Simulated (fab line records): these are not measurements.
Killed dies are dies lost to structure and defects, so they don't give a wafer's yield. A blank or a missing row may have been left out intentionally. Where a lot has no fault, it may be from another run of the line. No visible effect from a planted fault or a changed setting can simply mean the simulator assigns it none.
Matching of chambers | flow nand harc | NHARC_P_M0_PRE_CLEAN_31 on pecvd-04: 3 sister chambers
The step time 12 s. 16 wafers are shown with their chamber, then 8 later ones without.

== WAFERS, EACH WITH ITS CHAMBER ==
wafer  | chamber | heater power outer w (W) | heater power w (W)
L074.3 | 1       | 298                      | 514
L074.4 | 2       | 362                      | 590
L074.6 | 0       | 334                      | 539
L075.1 | 0       | 310                      | 528
L075.4 | 2       | 414                      | 636
L075.6 | 0       | 325                      | 524
L081.1 | 0       | 312                      | 540
L081.2 | 2       | 388                      | 640
L081.5 | 0       | 319                      | 520
L082.1 | 0       | 343                      | 570
L082.2 | 2       | 431                      | 662
L082.4 | 2       | 412                      | 686
L083.1 | 0       | 337                      | 532
L083.4 | 0       | 330                      | 527
L083.5 | 0       | 330                      | 544
L087.1 | 0       | 276                      | 470

SIGNATURES (averages over the wafers above)
reading              | chamber 0 | chamber 1 | chamber 2 | scatter within a chamber
heater power outer w | 321.60    | 298.00    | 401.40    | 21.8
heater power w       | 529.40    | 514.00    | 642.80    | 28.8
Rule: for each reading, subtract the chamber's mean from the wafer's reading, divide by that reading's scatter and square the result; add these up over the readings and take the root, which gives the wafer's distance from the chamber. The wafer belongs to the nearest chamber; if the next one is less than 2 further off, it can't be placed. How the scatter is found: for the shown wafers, subtract from each reading the mean of its chamber, square and add these, divide the total by (wafers less chambers), then take the root.

== WAFERS WITHOUT THEIR CHAMBER ==
wafer  | heater power outer w (W) | heater power w (W)
L087.3 | 349                      | 590
L087.5 | 273                      | 478
L088.3 | 337                      | 546
L088.4 | 341                      | 554
L088.6 | 304                      | 493
L091.2 | 341                      | 552
L091.3 | 312                      | 516
L091.6 | 459                      | 733

== WHICH CHAMBER EACH ONE RAN IN ==
wafer  | from the rows above          | in truth
L087.3 | can't be placed: 0 or 2 or 1 | 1
L087.5 | can't be placed: 1 or 0      | 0
L088.3 | can't be placed: 0 or 1      | 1
L088.4 | can't be placed: 0 or 1      | 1
L088.6 | can't be placed: 1 or 0      | 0
L091.2 | can't be placed: 0 or 1      | 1
L091.3 | can't be placed: 0 or 1      | 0
L091.6 | 2                            | 2
Correct placement for 1 of the 8. Unplaceable from these rows: 7, with the true chamber sitting among the candidates in 7. Wrongly placed: 0.
